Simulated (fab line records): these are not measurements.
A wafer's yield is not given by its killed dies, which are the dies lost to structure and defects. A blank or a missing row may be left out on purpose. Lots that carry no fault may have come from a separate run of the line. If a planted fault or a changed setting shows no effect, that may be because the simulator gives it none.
fab line records    flow n5Finfet
record: lots: 5  wafers: 15  lastDay: 16
route steps=1938 shown MOL_CONTACT_COAG@576
lots untouched by any fault: they come from a run of this same line in which no faults occurred
startH: the number of hours between the record's first day and the start of the first shown wafer of the lot    waitH: hours elapsed since this lot's preceding step    " unchanged from the row above    L1.1+2: one row covering several wafers at once    - no value present, or no start provided    * or withheld: withheld    < > ~ a bound
route shown NAME@n: a module of which the file shows steps, and the number in the route of the first    usual: the fault-free wafers' mean and standard deviation    same: alike in all rows    chamber/n: place in a boat    sites: per-site readings    _std_site: standard deviation of those values    _edge_site: mean of outer sites minus mean of inner sites    radiusMm: for every site, how far away it sits from the centre of the wafer    mask NAME#n: copy n    behind: the tool/chamber that last shaped the wafer    hold: reason for holding the lot/hours on hold/outcome of the hold    device: which transistor (n, p or np) failed to switch    end of line: the route-end tests of the same wafers    a step given without rows: its recipe and nothing more    killed: the dies lost at the first sort to structure and to defects; this is not the yield of the wafer    map: per-die view of a wafer (x killed, . not killed, _ where there is no die)
set.NAME: the setting as run; set.NAME@STEP: as run at that earlier step    model.NAME: the simulator's own value behind a step, which no gauge read
lots at selected steps of the route; one table per step, one row per wafer
services: the hour from which a tool's chamber was out of use, counted from the record's first day as startH (under 0 if before that day), plus the number of hours and why
== steps ==
step: N5_MOL_CONTACT_COAG_DESCUM_88
recipe: chemistry: O2  timeS: 7  sourcePowerW: 50  biasPowerW: 20  pressureMtorr: 20  rfFrequencyHz: 2.712e+07  tempC: 40  resist: CAR-EUV  o2FlowSccm: 225
step: N5_MOL_CONTACT_COAG_ETCH_89
recipe: chemistry: N2/H2  target: underlayer  targetDepthA: 130  maskMaterial: CAR-EUV  timeS: 10.4  ionEnergyEv: 200  pressureMtorr: 30  sourceW: 840  biasW: 150  n2FlowSccm: 200  h2FlowSccm: 200  ends: cleared
step: N5_MOL_CONTACT_COAG_ETCH_90
recipe: chemistry: CF4  target: SiARC  targetDepthA: 130  maskMaterial: CAR-EUV  timeS: 21.7  ionEnergyEv: 80  pressureMtorr: 40  sourceW: 545  biasW: 36  Ar_flow_sccm: 100  cf4FlowSccm: 100  ends: cleared
step: N5_MOL_CONTACT_COAG_ALD_131
recipe: material: SiO2  targetThkA: 50  tempC: 100  aldPrecursorFamily: BDEAS  aldCoReactant: O2-plasma  pulseTimeS: 1  coReactantPulseTimeS: 1  purgeTimeS: 2  coReactantPurgeTimeS: 2  aldCycles: 35  pressureTorr: 2
usual: heaterPowerOuterW: 41/5  heaterPowerW: 79/8.3  precursorPulseHeightRel: 1.002/0.019
lot.wafer  tool       chamber  startH  waitH  heaterPowerOuterW  heaterPowerW  precursorPulseHeightRel
L461.3     aldSin-03  0        118.34  0.1    46                 87            1.025
L461.4     "          3        "       "      39                 78            0.972
L461.5     "          3        "       "      38                 74            0.966
L470.3     aldSin-03  2        176.16  0.1    47                 89            1.022
L470.4     "          3        "       "      38                 76            0.997
L470.5     "          2        "       "      47                 87            1.023
L473.1     aldSin-03  2        192.19  0.6    47                 88            0.974
L473.4     "          3        "       "      38                 75            0.987
L473.5     "          3        "       "      40                 75            0.979
L474.1     aldSin-04  3        198.50  0.1    45                 87            1.016
L474.2     "          2        "       "      45                 86            1.010
L474.5     "          0        "       "      42                 81            0.985
L475.2     aldSin-03  2        198.61  0.1    47                 87            1.010
L475.3     "          3        "       "      40                 75            1.013
L475.5     "          3        "       "      38                 74            0.980
step: N5_MOL_CONTACT_COAG_ETCHBACK_132
recipe: chemistry: CHF3  target: SiO2  targetDepthA: 100  timeS: 6.7  ionEnergyEv: 200  pressureMtorr: 30  sourceW: 610  biasW: 170  Ar_flow_sccm: 200  CHF3_flow_sccm: 50
step: N5_MOL_CONTACT_COAG_ETCH_91
recipe: chemistry: N2/H2  target: SOC  targetDepthA: 600  overetchA: 210  maskMaterial: SiARC  tempC: 40  timeS: 101.2  ionEnergyEv: 200  pressureMtorr: 30  sourceW: 840  biasW: 150  n2FlowSccm: 200  h2FlowSccm: 200
usual: drypumpMotorCurrentA: 5.9/0.42  n2FlowSccm: 200.0/0.61  oesProductAu: 0.65/0.055  rfFwdPowerW: 835.0/3  rfVppV: 524.2/2  showerheadPlenumPTorr: 2.54/0.075  throttleValvePct: 17.80/0.22
lot.wafer  tool        chamber  startH  waitH  drypumpMotorCurrentA  n2FlowSccm  oesProductAu  rfFwdPowerW  rfHoursCounterH  rfVppV  showerheadPlenumPTorr  throttleValvePct
L461.3     rieDiel-01  0        118.55  0.0    6.5                   200.0       0.67          837.8        121              526.5   2.65                   17.90
L461.4     "           1        "       "      5.9                   199.4       0.62          830.3        149              522.6   2.41                   17.56
L461.5     "           0        "       "      6.5                   199.3       0.67          834.5        -                526.0   2.65                   17.91
L470.3     rieDiel-01  2        176.41  0.0    6.2                   199.5       0.76          833.3        30               525.5   2.59                   17.81
L470.4     "           1        "       "      5.9                   198.9       0.61          832.0        169              522.1   2.40                   17.60
L470.5     "           1        "       "      6.0                   199.8       0.60          836.7        -                520.8   2.40                   17.62
L473.1     rieDiel-06  0        192.40  0.0    5.7                   199.6       0.65          841.2        126              527.5   2.64                   17.66
L473.4     "           1        "       "      6.5                   200.6       0.58          832.6        243              525.8   2.61                   18.21
L473.5     "           0        "       "      5.7                   200.1       0.65          834.7        -                526.8   2.64                   17.66
L474.1     rieDiel-06  1        198.71  0.0    6.5                   198.5       0.58          830.0        245              525.5   2.61                   18.21
L474.2     "           0        "       "      5.7                   201.4       0.65          836.7        128              527.1   2.64                   17.65
L474.5     "           2        "       "      5.4                   199.7       0.62          836.0        -                522.7   2.53                   17.79
L475.2     rieDiel-03  1        198.86  0.0    5.5                   199.6       0.69          838.5        80               525.4   2.58                   17.96
L475.3     "           3        "       "      6.3                   199.5       0.69          831.0        84               521.8   2.46                   17.41
L475.5     "           0        "       "      6.1                   200.5       0.60          835.5        -                523.6   2.50                   17.93
step: N5_MOL_CONTACT_COAG_STRIP_92
recipe: chemistry: N2/H2  tempC: 40  n2FlowSccm: 200  h2FlowSccm: 200  rfFrequencyHz: 6e+07
step: N5_MOL_CONTACT_COAG_STRIP_93
recipe: chemistry: N2/H2  tempC: 40  n2FlowSccm: 200  h2FlowSccm: 200  rfFrequencyHz: 6e+07
step: N5_MOL_CONTACT_COAG_ETCHBACK_135
recipe: chemistry: CHF3  target: SiO2  targetDepthA: 250  timeS: 16.7  ionEnergyEv: 200  pressureMtorr: 30  sourceW: 610  biasW: 170  Ar_flow_sccm: 200  CHF3_flow_sccm: 50
usual: drypumpMotorCurrentA: 5.9/0.42  oes_f_703_au: 0.77/0.062  oesProductAu: 0.77/0.068  rfFwdPowerW: 599/3.5  rfVppV: 520/14  showerheadPlenumPTorr: 2.39/0.065  throttleValvePct: 18.77/0.25
lot.wafer  tool        chamber  startH  waitH  drypumpMotorCurrentA  oes_f_703_au  oesProductAu  rfFwdPowerW  rfHoursCounterH  rfVppV  showerheadPlenumPTorr  throttleValvePct
L461.3     rieDiel-01  0        118.64  0.0    6.5                   0.76          0.78          603          121              529     2.48                   18.75
L461.4     "           1        "       "      6.0                   0.71          0.72          596          149              527     2.30                   18.75
L461.5     "           0        "       "      6.5                   0.75          0.78          603          -                529     2.48                   18.75
L470.3     rieDiel-01  2        176.50  0.0    6.2                   0.89          0.91          596          30               523     2.43                   18.81
L470.4     "           1        "       "      6.0                   0.68          0.72          596          169              526     2.29                   18.78
L470.5     "           1        "       "      6.0                   0.69          0.71          598          -                528     2.29                   18.77
L473.1     rieDiel-06  0        192.49  0.0    5.7                   0.79          0.79          606          126              498     2.50                   18.80
L473.4     "           1        "       "      6.5                   0.67          0.69          594          243              536     2.45                   19.10
L473.5     "           0        "       "      5.7                   0.78          0.78          607          -                499     2.50                   18.80
L474.1     rieDiel-06  1        198.80  0.0    6.5                   0.67          0.69          594          245              537     2.45                   19.09
L474.2     "           0        "       "      5.7                   0.78          0.79          606          128              499     2.50                   18.80
L474.5     "           2        "       "      5.4                   0.74          0.73          604          -                506     2.35                   18.62
L475.2     rieDiel-03  1        198.95  0.0    5.5                   0.82          0.81          591          80               519     2.41                   18.92
L475.3     "           3        "       "      6.3                   0.79          0.82          595          84               522     2.31                   18.30
L475.5     "           0        "       "      6.1                   0.76          0.72          596          -                492     2.39                   19.12
step: N5_MOL_CONTACT_COAG_STRIP_118
recipe: chemistry: CHF3  resist: SiARC  rfFrequencyHz: 6e+07
step: N5_MOL_CONTACT_COAG_VIA_ETCH_46
recipe: chemistry: C4F6/O2  targetDepthA: 460  overetchA: 92  maskMaterial: SOC  target: SiO2  biasW: 455  pressureMtorr: 10  timeS: 40  sourceW: 325  Ar_flow_sccm: 300  C4F6_flow_sccm: 10  O2_flow_sccm: 10  ionEnergyEv: 575.3  ends: endPoint
step: N5_MOL_CONTACT_COAG_STRIP_96
recipe: chemistry: N2/H2  powerW: 500  tempC: 40  pressureMtorr: 50  rfFrequencyHz: 6e+07  overashFraction: 0.3  biasPowerW: 28  h2Frac: 0.5  n2FlowSccm: 300  h2FlowSccm: 300
usual: drypumpMotorCurrentA: 5.9/0.42  n2FlowSccm: 300.0/0.97  oesProductAu: 0.78/0.07  powerW: 500.1/1.6  rfVppV: 121.8/1.3  showerheadPlenumPTorr: 3.36/0.095  throttleValvePct: 18.82/0.27
same: overashFraction: 0.3
lot.wafer  tool        chamber  startH  waitH  drypumpMotorCurrentA  n2FlowSccm  oesProductAu  powerW  rfHoursCounterH  rfVppV  showerheadPlenumPTorr  throttleValvePct
L461.3     rieDiel-01  0        118.74  0.0    6.5                   300.1       0.79          499.1   121              123.8   3.50                   19.09
L461.4     "           1        "       "      6.0                   300.1       0.72          501.7   149              121.4   3.19                   18.54
L461.5     "           0        "       "      6.4                   301.3       0.79          499.5   -                122.9   3.50                   19.10
L470.3     rieDiel-01  2        176.60  0.0    6.2                   300.3       0.93          501.3   30               122.1   3.42                   18.75
L470.4     "           1        "       "      5.9                   299.7       0.71          500.3   169              119.3   3.18                   18.57
L470.5     "           1        "       "      5.9                   299.5       0.72          498.5   -                120.3   3.18                   18.55
L473.1     rieDiel-06  0        192.59  0.0    5.7                   299.9       0.80          500.9   126              121.1   3.49                   18.44
L473.4     "           1        "       "      6.5                   300.5       0.70          500.4   243              122.2   3.45                   19.43
L473.5     "           0        "       "      5.7                   298.3       0.80          500.5   -                125.6   3.49                   18.44
L474.1     rieDiel-06  1        198.90  0.0    6.5                   297.8       0.70          498.8   245              121.8   3.45                   19.41
L474.2     "           0        "       "      5.7                   300.8       0.80          500.2   128              122.8   3.48                   18.43
L474.5     "           2        "       "      5.4                   300.7       0.73          499.6   -                121.7   3.34                   18.80
L475.2     rieDiel-03  1        199.05  0.0    5.5                   300.3       0.82          499.4   80               123.1   3.41                   18.83
L475.3     "           3        "       "      6.3                   298.4       0.85          500.3   84               121.0   3.25                   18.50
L475.5     "           0        "       "      6.1                   298.9       0.71          498.6   -                122.2   3.30                   18.95
step: N5_MOL_CONTACT_COAG_ETCH_47
recipe: chemistry: CH3F/O2  target: SiNx  targetDepthA: 270  maskMaterial: SiO2  stopOn: W  overEtchFrac: 0.2  ionEnergyEv: 120  endpoint: OES-CN  pressureMtorr: 30  sourceW: 395  biasW: 73  Ar_flow_sccm: 150  CH3F_flow_sccm: 30  O2_flow_sccm: 20  ends: endPoint
usual: drypumpMotorCurrentA: 5.9/0.42  etchRfOnTimeS: 31.5/0.71  oes_f_703_au: 0.76/0.064  oes_o_777_au: 0.77/0.069  oesProductAu: 0.69/0.061  rfFwdPowerW: 386.6/1.9  rfVppV: 295/7.6  showerheadPlenumPTorr: 2.01/0.056  throttleValvePct: 16.40/0.24
lot.wafer  tool        chamber  startH  waitH  drypumpMotorCurrentA  etchRfOnTimeS  oes_f_703_au  oes_o_777_au  oesProductAu  rfFwdPowerW  rfHoursCounterH  rfVppV  showerheadPlenumPTorr  throttleValvePct  model.etch.tClearS  model.etch.overEtchS
L461.3     rieDiel-01  0        118.78  0.0    6.4                   32.5           0.75          0.76          0.70          388.8        121              300     2.08                   16.34             27.06               5.412
L461.4     "           1        "       "      5.9                   31.8           0.70          0.69          0.65          384.5        149              298     1.93                   16.39             26.49               5.298
L461.5     "           0        "       "      6.4                   32.2           0.75          0.76          0.69          388.3        -                300     2.08                   16.36             26.86               5.371
L470.3     rieDiel-01  2        176.64  0.0    6.2                   18.6           0.90          0.91          1.12          383.9        30               297     2.04                   16.40             15.49               3.097
L470.4     "           1        "       "      5.9                   32.1           0.69          0.68          0.63          385.5        169              297     1.92                   16.44             26.76               5.351
L470.5     "           1        "       "      6.0                   31.9           0.69          0.68          0.62          384.9        -                299     1.92                   16.43             26.59               5.318
L473.1     rieDiel-06  0        192.63  0.0    5.7                   29.9           0.79          0.78          0.71          389.0        126              283     2.10                   16.39             24.97               4.993
L473.4     "           1        "       "      6.5                   31.8           0.67          0.66          0.62          383.6        243              304     2.06                   16.69             26.48               5.296
L473.5     "           0        "       "      5.7                   30.2           0.79          0.79          0.70          389.2        -                282     2.10                   16.40             25.19               5.038
L474.1     rieDiel-06  1        198.94  0.0    6.6                   31.8           0.68          0.66          0.61          388.2        245              303     2.06                   16.70             26.48               5.296
L474.2     "           0        "       "      5.7                   30.3           0.79          0.78          0.70          390.7        128              283     2.10                   16.40             25.22               5.045
L474.5     "           2        "       "      5.4                   32.2           0.73          0.73          0.64          387.4        -                289     1.98                   16.31             26.81               5.362
L475.2     rieDiel-03  1        199.09  0.0    5.5                   31.5           0.83          0.83          0.72          384.2        80               295     2.03                   16.51             26.24               5.249
L475.3     "           3        "       "      6.3                   31.3           0.78          0.80          0.74          385.5        84               295     1.93                   15.94             26.1                5.22
L475.5     "           0        "       "      6.1                   31.4           0.78          0.77          0.63          384.6        -                280     2.01                   16.80             26.14               5.229
step: N5_MOL_CONTACT_COAG_STRIP_119
recipe: chemistry: N2/H2  timeS: 30  powerW: 1000  tempC: 250  pressureMtorr: withheld  n2FlowSccm: 1750  h2FlowSccm: 3250
usual: drypumpMotorCurrentA: 5.2/0.32  heaterPowerW: 333/41  n2FlowSccm: 1750/4.9
lot.wafer  tool            chamber  startH  waitH  drypumpMotorCurrentA  heaterPowerW  n2FlowSccm  rfHoursCounterH
L461.3     plasmaAsher-01  1        118.89  0.1    4.9                   342           1745        -
L461.4     "               0        "       "      4.9                   378           1751        -
L461.5     "               1        "       "      4.9                   340           1743        -
L470.3     plasmaAsher-01  0        176.75  0.1    4.9                   379           1745        -
L470.4     "               1        "       "      4.9                   334           1754        -
L470.5     "               1        "       "      4.9                   336           1752        -
L473.1     plasmaAsher-02  1        192.71  0.1    5.4                   268           1747        56
L473.4     "               1        "       "      5.4                   262           1754        -
L473.5     "               1        "       "      5.4                   255           1745        -
L474.1     plasmaAsher-01  0        199.03  0.1    4.9                   371           1753        111
L474.2     "               1        "       "      4.9                   339           1753        111
L474.5     "               0        "       "      4.9                   372           1749        -
L475.2     plasmaAsher-01  0        199.18  0.1    4.9                   370           1751        111
L475.3     "               1        "       "      4.9                   332           1754        -
L475.5     "               0        "       "      4.9                   359           1760        -
== services ==
tool            chamber  startH  hours  kind
aldSin-03       0        99.25   -      clean
aldSin-03       1        99.25   -      clean
aldSin-03       2        99.25   -      clean
aldSin-03       3        99.25   -      clean
aldSin-03       0        111.63  3.1    repair
plasmaAsher-02  -        134.18  1.1    repair
aldSin-03       3        150.42  5.6    repair
plasmaAsher-02  -        163.55  28.1   pm
aldSin-04       2        164.94  4.4    repair
aldSin-03       0        168.46  15.3   repair
== key ==
firstSign: step: N5_MOL_CONTACT_COAG_ETCH_47  reading: etchRfOnTimeS  direction: down  sigmas: 18  usual: *  struck: *
effect: step: N5_MOL_CONTACT_COAG_ETCH_47  reading: oesProductAu  direction: up  sigmas: 7  usual: 0.69  struck: 1.12
modelEffect: step: N5_MOL_CONTACT_COAG_ETCH_47  value: etch.tClearS  without: 25.51  struck: 15.49
metAt N5_MOL_CONTACT_COAG_ETCH_47
struckWafers L470.3
testerLeftOut L470
fault: kind: processParameterDrift  tool: rieDiel-01  chamber: 2  onsetH: 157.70  steps: N5_MOL_CONTACT_COAG_ETCH_47  channel: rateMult  offset: 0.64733  shape: step  endH: 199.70
testerLeftOut: of these lots the tester's yield and bins aren't shown, on N5 and GAA mostly nor the transistor test; their killed dies are dies lost to structure and defects alone, not to doping, threshold or leakage, so they don't give the yield
